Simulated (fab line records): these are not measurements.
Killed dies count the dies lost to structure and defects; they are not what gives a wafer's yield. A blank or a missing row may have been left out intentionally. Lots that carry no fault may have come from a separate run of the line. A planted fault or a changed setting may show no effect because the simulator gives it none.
fab line records	flow n5-finfet
record lots=11	wafers=31	last-day=17
route steps=1938 shown BEOL_M7@1312 MIM_BOT_ETCH@1869 PASSIVATION@1929
lots untouched by any fault: they come from a run of this same line in which no faults occurred
start-h: start of the lot's first displayed wafer, in hours after the record's first day	wait-h: time in hours since the lot's previous step	" identical to the entry in the row above	L1.1+2: one row covering several wafers at once	- no value, or no start given	* or withheld: withheld	< > ~ a bound
route shown NAME@n: names a module that has steps shown in the file, with the first one's number in the route	usual: mean/standard deviation of fault-free wafers	same: alike in all rows	chamber/n: place in a boat	sites: each site's reading	_std_site: standard deviation of those values	_edge_site: the outer-site mean with the inner-site mean subtracted	radius-mm: how far each site lies from the wafer's centre	mask NAME#n: copy n	behind: the last tool/chamber to shape the wafer	hold: why the lot was held/for how many hours/how that ended	device: the n, p or np transistor that did not switch	end of line: the tests these same wafers got at the end of their route	where a step has no rows: the recipe by itself	killed: at the first sort, the dies lost to defects and structure; wafer yield is something else	map: a wafer's dies, x killed, . not, _ none there
set.NAME: the setting the step ran with; set.NAME@STEP: the setting that earlier step ran with	model.NAME: the simulator's own value behind a step, which no gauge read
a sample of lots followed through the steps of the route, with each step as a table and each wafer as a row
services: the hour from which a tool's chamber was out of use, counted from the record's first day as start-h (under 0 if before that day), plus the number of hours and why
## steps
# step N5_BEOL_M7_HM_STRIP_39
# recipe chemistry=peroxide-tin-strip	material=TiN	target-depth-a=250	temp-c=50	time-s=158
# same time-s=158
lot.wafer	tool	chamber	start-h	wait-h
L460.2+3+5	wet-bench-04	1,3,6	205.09	0.0
L461.2+4+5	wet-bench-05	7,4,1	205.59	0.0
L462.2+5+6	wet-bench-04	2,1,4	225.57	0.0
L463.2+4+6	wet-bench-04	1,0,4	228.37	0.0
L466.2+3	wet-bench-05	5,4	243.83	0.0
L464.5+6	wet-bench-04	5,7	251.56	0.0
L467.1+3+4	wet-bench-05	7,3,2	257.79	0.0
L468.3+4+6	wet-bench-05	3,0,1	267.14	0.0
L470.1+2+4	wet-bench-05	0,7,1	267.54	0.0
L472.2+3+6	wet-bench-05	2,5,3	273.39	0.0
L480.1+4+6	wet-bench-06	3,7,0	328.61	0.0
# step N5_MIM_BOT_ETCH_STRIP_01
# recipe chemistry=O2	power-w=600	temp-c=60	pressure-mtorr=30	rf-frequency-hz=6e+07	bias-power-w=0	overash-fraction=0.5	o2-flow-sccm=225
# usual drypump-motor-current-A=5.6/0.53	oes-product-au=0.83/0.065	rf-vpp-V=3.6/1.4	showerhead-plenum-p-Torr=2.10/0.078	throttle-valve-pct=16.56/0.22
lot.wafer	tool	chamber	start-h	wait-h	drypump-motor-current-A	oes-product-au	rf-hours-counter-h	rf-vpp-V	showerhead-plenum-p-Torr	throttle-valve-pct
L460.2	rie-diel-02	1	269.66	0.1	6.4	0.91	31	3.7	2.05	16.13
L460.3	"	2	"	"	5.1	0.80	92	2.5	2.04	16.58
L460.5	"	2	"	"	5.1	0.82	-	5.8	2.04	16.59
L461.2	rie-diel-03	0	272.73	0.1	6.1	0.85	58	3.2	2.05	16.95
L461.4	"	1	"	"	5.3	0.77	107	2.4	2.05	16.55
L461.5	"	2	"	"	5.9	0.98	-	2.5	2.07	16.43
L463.2	rie-diel-04	2	298.74	0.1	5.1	0.86	58	5.7	2.05	16.59
L463.4	"	3	"	"	6.2	0.85	47	2.3	2.05	16.39
L463.6	"	2	"	"	5.1	0.86	-	4.6	2.05	16.56
L462.2	rie-diel-02	2	299.12	0.2	5.1	0.80	105	0.8	2.03	16.61
L462.5	"	3	"	"	5.3	0.84	-	2.4	2.22	16.54
L462.6	"	0	"	"	5.1	0.94	-	4.9	2.22	16.72
L466.2	rie-diel-04	0	312.22	0.4	5.0	0.88	31	2.7	2.03	16.45
L466.3	"	2	"	"	5.0	0.84	64	1.4	2.05	16.56
L464.5	rie-diel-02	3	319.59	0.0	5.3	0.83	-	5.0	2.22	16.55
L464.6	"	0	"	"	5.1	0.89	-	6.8	2.22	16.66
L467.1	rie-diel-04	3	323.06	0.1	6.2	0.84	59	2.4	2.04	16.36
L467.3	"	1	"	"	6.0	0.99	0	2.5	2.15	16.62
L467.4	"	0	"	"	5.0	0.84	37	1.3	2.03	16.47
L470.1	rie-diel-02	0	330.18	0.1	5.1	0.92	11	2.5	2.22	16.68
L470.2	"	3	"	"	5.3	0.84	82	1.8	2.22	16.59
L470.4	"	2	"	"	5.2	0.79	117	3.9	2.03	16.68
L468.3	rie-diel-03	2	336.23	0.2	5.9	0.87	24	6.6	2.07	16.45
L468.4	"	3	"	"	5.1	0.68	209	3.3	2.14	16.74
L468.6	"	2	"	"	5.9	0.89	-	4.3	2.07	16.43
L472.2	rie-diel-02	3	343.94	0.1	5.3	0.82	87	5.9	2.21	16.54
L472.3	"	0	"	"	5.1	0.91	15	2.9	2.22	16.66
L472.6	"	0	"	"	5.1	0.91	-	3.3	2.22	16.64
L480.1	rie-diel-04	1	400.00	0.1	6.0	0.90	25	6.8	2.14	16.62
L480.4	"	3	"	"	6.2	0.79	86	5.1	2.03	16.49
L480.6	"	3	"	"	6.1	0.80	-	3.3	2.03	16.51
# step N5_PASSIVATION_PASS_ETCH_47
# recipe chemistry=CF4/O2	target=SiNx	target-depth-a=7700	time-s=385	ion-energy-ev=100	pressure-mtorr=40	source-w=535	bias-w=49	Ar_flow_sccm=100	cf4-flow-sccm=100	O2_flow_sccm=10
# usual drypump-motor-current-A=5.6/0.52	oes-product-au=0.83/0.059	rf-vpp-V=243/4.2	showerhead-plenum-p-Torr=2.19/0.077	throttle-valve-pct=15.75/0.23
# same time-s=385
lot.wafer	tool	chamber	start-h	wait-h	drypump-motor-current-A	oes-product-au	rf-hours-counter-h	rf-vpp-V	showerhead-plenum-p-Torr	throttle-valve-pct
L460.2	rie-diel-02	1	276.26	0.0	6.4	0.89	34	243	2.16	15.34
L460.3	"	2	"	"	5.1	0.81	95	236	2.13	15.73
L460.5	"	2	"	"	5.1	0.81	-	237	2.13	15.71
L461.2	rie-diel-04	0	277.61	0.0	5.0	0.90	16	245	2.15	15.67
L461.4	"	3	"	"	6.1	0.86	39	241	2.14	15.48
L461.5	"	3	"	"	6.1	0.86	-	240	2.14	15.50
L462.2	rie-diel-02	0	304.35	0.0	5.1	0.93	5	244	2.35	15.91
L462.5	"	0	"	"	5.1	0.94	-	244	2.35	15.92
L462.6	"	3	"	"	5.3	0.85	-	247	2.31	15.67
L463.2	rie-diel-03	0	304.56	0.0	6.1	0.83	69	248	2.14	16.08
L463.4	"	2	"	"	5.9	0.92	12	253	2.16	15.51
L463.6	"	1	"	"	5.3	0.79	-	247	2.13	15.66
L466.2	rie-diel-04	3	316.96	0.0	6.2	0.83	56	242	2.14	15.52
L466.3	"	0	"	"	4.9	0.87	34	244	2.15	15.71
L464.5	rie-diel-02	3	324.22	0.1	5.3	0.84	-	245	2.31	15.69
L464.6	"	2	"	"	5.1	0.78	-	237	2.12	15.78
L467.1	rie-diel-03	0	328.26	0.0	6.1	0.82	79	247	2.14	16.09
L467.3	"	2	"	"	5.9	0.91	21	251	2.15	15.54
L467.4	"	3	"	"	5.1	0.70	205	239	2.28	16.11
L470.1	rie-diel-04	0	336.81	0.0	5.0	0.87	41	247	2.15	15.72
L470.2	"	3	"	"	6.1	0.83	63	240	2.13	15.55
L470.4	"	1	"	"	6.0	0.95	4	246	2.25	15.78
L468.3	rie-diel-04	0	341.71	0.0	4.9	0.85	43	243	2.14	15.73
L468.4	"	2	"	"	5.1	0.83	75	241	2.14	15.69
L468.6	"	3	"	"	6.2	0.82	-	239	2.13	15.55
L472.2	rie-diel-02	1	350.79	0.0	6.4	0.85	62	241	2.15	15.37
L472.3	"	2	"	"	5.2	0.77	124	237	2.12	15.79
L472.6	"	3	"	"	5.3	0.82	-	246	2.31	15.71
L480.1	rie-diel-02	3	409.92	0.0	5.3	0.81	102	246	2.30	15.72
L480.4	"	3	"	"	5.3	0.81	-	245	2.30	15.73
L480.6	"	0	"	"	5.1	0.85	-	244	2.34	16.00
# step N5_PASSIVATION_STRIP_48
# recipe chemistry=O2	power-w=600	temp-c=60	pressure-mtorr=30	rf-frequency-hz=6e+07	bias-power-w=0	overash-fraction=0.5	o2-flow-sccm=225
# usual drypump-motor-current-A=5.6/0.52	oes-product-au=0.83/0.065	rf-vpp-V=3.8/2.5	showerhead-plenum-p-Torr=2.09/0.07	throttle-valve-pct=16.59/0.23
lot.wafer	tool	chamber	start-h	wait-h	drypump-motor-current-A	oes-product-au	rf-hours-counter-h	rf-vpp-V	showerhead-plenum-p-Torr	throttle-valve-pct
L460.2	rie-diel-02	1	276.78	0.1	6.3	0.88	35	4.0	2.05	16.11
L460.3	"	2	"	"	5.1	0.78	96	4.8	2.04	16.65
L460.5	"	2	"	"	5.1	0.80	-	3.7	2.04	16.56
L461.2	rie-diel-04	0	278.13	0.1	4.9	0.89	16	1.1	2.03	16.42
L461.4	"	3	"	"	6.2	0.85	39	4.1	2.05	16.40
L461.5	"	3	"	"	6.1	0.86	-	3.4	2.05	16.42
L462.2	rie-diel-02	0	304.87	0.1	5.1	0.93	5	6.8	2.22	16.64
L462.5	"	0	"	"	5.1	0.91	-	2.6	2.23	16.62
L462.6	"	3	"	"	5.3	0.82	-	5.2	2.22	16.61
L463.2	rie-diel-03	0	305.07	0.1	6.1	0.82	69	0	2.05	16.91
L463.4	"	2	"	"	5.9	0.95	12	2.5	2.07	16.38
L463.6	"	1	"	"	5.3	0.81	-	2.4	2.04	16.52
L466.2	rie-diel-04	3	317.47	0.1	6.2	0.84	56	0	2.04	16.41
L466.3	"	0	"	"	5.1	0.86	34	0.2	2.03	16.45
L464.5	rie-diel-02	3	324.65	0.0	5.3	0.85	-	2.1	2.21	16.60
L464.6	"	2	"	"	5.2	0.79	-	0.6	2.03	16.68
L467.1	rie-diel-03	0	328.78	0.1	6.1	0.80	80	5.4	2.04	16.95
L467.3	"	2	"	"	5.8	0.92	21	9.4	2.07	16.49
L467.4	"	3	"	"	5.2	0.65	206	9.0	2.14	16.70
L470.1	rie-diel-04	0	337.33	0.1	5.0	0.84	41	4.2	2.03	16.51
L470.2	"	3	"	"	6.2	0.86	64	5.3	2.04	16.43
L470.4	"	1	"	"	6.0	0.95	4	1.8	2.15	16.64
L468.3	rie-diel-04	0	342.23	0.1	4.9	0.83	43	8.0	2.03	16.46
L468.4	"	2	"	"	5.0	0.84	76	2.5	2.05	16.59
L468.6	"	3	"	"	6.2	0.83	-	1.5	2.04	16.41
L472.2	rie-diel-02	1	351.30	0.1	6.4	0.84	62	4.4	2.04	16.18
L472.3	"	2	"	"	5.2	0.79	124	4.7	2.02	16.70
L472.6	"	3	"	"	5.3	0.84	-	4.4	2.21	16.55
L480.1	rie-diel-02	3	410.43	0.1	5.3	0.83	102	4.4	2.21	16.55
L480.4	"	3	"	"	5.3	0.82	-	7.7	2.21	16.68
L480.6	"	0	"	"	5.1	0.85	-	6.7	2.21	16.74
# step N5_PASSIVATION_PROBE_49
# usual defect-limited-yield=91.7/1.7	killed_at_M0_to_M3=34/10	killed_at_M4_up=13/5.1	killed-at-contacts=12/6.2	killed-at-front-end=36/12	killed-at-other=3.2/2.6	killed-dies=98/20	killed-open=65/13	killed-short=32/8.4	sort_bin_5_function=4.8/1.1	sort_bin_6_memory=3.2/0.74	sort-n-pass=1082/20	sort-yield-pct=91.7/1.7
# same gross-dies=1180	killed-at-back-side=0	sort_bin_4_leakage[%]=0	sort_bin_8_speed[%]=0
lot.wafer	tool	chamber	start-h	wait-h	defect-limited-yield[%]	killed_at_M0_to_M3	killed_at_M4_up	killed-at-contacts	killed-at-front-end	killed-at-other	killed-dies	killed-open	killed-short	sort_bin_5_function[%]	sort_bin_6_memory[%]	sort-n-pass	sort-yield-pct[%]
L466.2	prober-01	-	320.01	0.1	91.9	34	12	11	38	1	96	66	24	4.4	3.1	1084	91.9
L466.3	prober-01	-	320.06	0.1	92.6	32	15	13	27	0	87	58	29	3.9	3.3	1093	92.6
L470.1	prober-01	-	339.82	0.0	81.9	20	153	1	37	3	214	50	23	9.8	4.4	966	81.9
L470.2	prober-01	-	339.87	0.1	80.3	30	160	6	34	2	232	55	28	12.8	3.4	948	80.3
L470.4	prober-01	-	339.97	0.2	87.0	14	110	4	18	7	153	41	18	7.9	2.8	1027	87.0
L472.2	prober-02	-	353.84	0.1	79.4	33	157	6	46	1	243	59	46	12.2	4.7	937	79.4
L472.3	prober-02	-	353.89	0.1	80.6	22	155	3	46	3	229	53	29	10.7	4.2	951	80.6
L472.6	prober-02	-	354.04	0.3	84.0	22	101	16	47	3	189	73	22	8.8	3.8	991	84.0
# killed by level:class
L466.2 BEOL_M1:geometric-particle:open=11 BEOL_M4:geometric-particle:open=9 MOL_CONTACT_COAG:geometric-particle:open=9 STI_FIN_REVEAL:geometric-particle:open=7 HKMG_FIN:area-etch=6 FIN_SAQP:geometric-particle:open=5 FIN_SAQP:geometric-particle:short=5 BEOL_M0:geometric-particle:open=5
L466.3 MOL_CONTACT_COAG:geometric-particle:open=10 BEOL_M4:geometric-particle:open=9 BEOL_M3:geometric-particle:open=8 FIN_SAQP:geometric-particle:open=7 FIN_SAQP:geometric-particle:short=5 BEOL_M0_SAQP:geometric-particle:short=5 DUMMY_GATE:geometric-particle:open=4 BEOL_M3:geometric-particle:short=4
L470.1 BEOL_M7:unspecified=141 STI_FIN_REVEAL:geometric-particle:open=12 BEOL_M3:geometric-particle:open=7 GATE_CUT:geometric-particle:short=5 BEOL_M1:geometric-particle:open=5 FIN_SAQP:geometric-particle:short=4 FIN_SAQP:geometric-particle:open=4 BEOL_M4:geometric-particle:open=4
L470.2 BEOL_M7:unspecified=149 STI_FIN_REVEAL:geometric-particle:open=7 FIN_SAQP:geometric-particle:short=6 BEOL_M3:geometric-particle:open=6 GATE_CUT:geometric-particle:short=5 MOL_CONTACT_COAG:geometric-particle:open=5 BEOL_M0_SAQP:geometric-particle:short=5 BEOL_M1:geometric-particle:open=5
L470.4 BEOL_M7:unspecified=94 BEOL_M4:geometric-particle:open=10 BEOL_M3:geometric-particle:open=7 STI_FIN_REVEAL:geometric-particle:open=5 MOL_CONTACT_COAG:geometric-particle:open=3 BEOL_M0_SAQP:geometric-particle:open=3 FIN_SAQP:geometric-particle:short=2 DUMMY_GATE:geometric-particle:open=2
L472.2 BEOL_M7:unspecified=138 BEOL_M0_SAQP:geometric-particle:short=12 FIN_SAQP:geometric-particle:open=9 FIN_SAQP:geometric-particle:short=8 BEOL_M2:geometric-particle:open=7 GATE_CUT:geometric-particle:short=6 BEOL_M0_SAQP:geometric-particle:open=6 BEOL_M4:geometric-particle:open=6
L472.3 BEOL_M7:unspecified=147 BEOL_M1:geometric-particle:open=10 STI_FIN_REVEAL:geometric-particle:open=9 GATE_CUT:geometric-particle:short=9 FIN_SAQP:geometric-particle:open=8 ILD0:geometric-particle:open=3 GATE_CUT:geometric-particle:open=3 BEOL_M3:geometric-particle:open=3
L472.6 BEOL_M7:unspecified=92 MOL_CONTACT_COAG:geometric-particle:open=14 FIN_SAQP:geometric-particle:open=10 FIN_SAQP:geometric-particle:short=9 BEOL_M1:geometric-particle:open=7 ILD0:geometric-particle:open=6 BEOL_M0_SAQP:geometric-particle:open=6 SPACER0:geometric-particle:open=4
## services
tool	chamber	start-h	hours	kind
rie-diel-03	1	204.96	8.0	repair
wet-bench-05	-	216.78	2.0	repair
rie-diel-03	0	222.41	3.9	repair
rie-diel-04	0	244.97	22.3	repair
rie-diel-03	2	251.38	-	clean
rie-diel-03	2	251.38	-	consumable-replace:focus-ring
rie-diel-03	2	251.38	17.0	scheduled-down
rie-diel-02	0	267.08	-	clean
rie-diel-02	0	267.08	-	consumable-replace:focus-ring
rie-diel-02	0	267.08	-	consumable-replace:showerhead
rie-diel-02	0	267.08	22.5	scheduled-down
rie-diel-02	0	267.08	22.5	vent-cycle
rie-diel-02	3	277.74	6.1	repair
rie-diel-04	1	305.74	-	clean
rie-diel-04	1	305.74	-	consumable-replace:focus-ring
rie-diel-04	1	305.74	17.1	scheduled-down
rie-diel-04	1	305.74	17.1	vent-cycle
rie-diel-02	-	307.01	4.3	pm
rie-diel-02	0	321.23	8.0	repair
wet-bench-04	-	338.23	2.4	repair
rie-diel-03	3	348.19	4.0	repair
rie-diel-03	1	368.65	27.6	repair
rie-diel-02	3	373.97	29.1	repair
wet-bench-05	-	408.08	8.0	repair
## key
first-sign step=N5_PASSIVATION_PROBE_49	reading=killed_at_M4_up	direction=up	sigmas=25	usual=13	struck=139
effect step=N5_PASSIVATION_PROBE_49	reading=defect-limited-yield	direction=down	sigmas=5.7	usual=91.7	struck=82.2
more-kills-born-at N5_BEOL_M7_HM_STRIP_39@wet-bench-05=761
met-at N5_BEOL_M7_HM_STRIP_39
struck-lots L470,L472
not-acting-at N5_MIM_BOT_ETCH_STRIP_01,N5_PASSIVATION_PASS_ETCH_47,N5_PASSIVATION_STRIP_48
onset-between 267.14 267.54
fault kind=chamber-particle-source	tool=wet-bench-05	chamber=-	onset-h=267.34	steps=N5_BEOL_M7_HM_STRIP_39	rate-per-visit-cm2=1.4957	end-h=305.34
